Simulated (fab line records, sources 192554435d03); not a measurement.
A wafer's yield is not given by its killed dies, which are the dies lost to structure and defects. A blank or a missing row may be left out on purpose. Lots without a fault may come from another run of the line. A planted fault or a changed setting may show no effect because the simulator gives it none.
Chamber matching	flow n5 finfet	3 sister chambers for N5_BEOL_M4_ILD_DEP_00 on pecvd-01
The step deposits SiOC from DEMS/O2, target thk 79 nm, time 15.3 s. 6 wafers are shown with their chamber, then 10 later ones without.

WAFERS PAIRED WITH THEIR CHAMBERS
wafer	chamber	throttle valve pct (%)	heater power w (W)
L082.4	1	13.1	377
L085.6	2	11.5	371
L088.1	2	11.7	357
L088.5	0	13.4	496
L090.1	1	13.3	409
L090.2	0	13.3	438

WAFERS WITH NO CHAMBER GIVEN
wafer	throttle valve pct (%)	heater power w (W)
L090.4	11.6	340
L091.1	11.8	336
L091.2	13.4	453
L091.4	11.9	336
L093.1	12.9	373
L093.3	13.3	512
L093.6	12.9	379
L094.1	12.0	391
L094.3	13.1	433
L094.4	13.1	452

THE CHAMBER EACH PASSED THROUGH
wafer	from the rows above	in truth
L090.4	2	2
L091.1	2	2
L091.2	0	0
L091.4	2	2
L093.1	1	1
L093.3	0	0
L093.6	1	1
L094.1	2	2
L094.3	can't be placed: 1 or 0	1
L094.4	can't be placed: 0 or 1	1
8 of 10 placed correctly. From these rows, 2 cannot be placed; in 2 the true chamber is one of the candidates. Placed wrongly: 0.
How it was worked out, from the rows above alone: a wafer's distance from a chamber is the root of the sum, over the readings, of the square of ((its reading less the chamber's mean) divided by the reading's scatter). If the next closest chamber is less than 2 further off than the closest, the wafer can't be placed; otherwise it belongs to the closest. Each chamber's mean is taken over the wafers shown for it. The scatter: take each reading less its chamber's mean, square it, sum over the shown wafers, divide by the number of wafers less the number of chambers, and take the root.
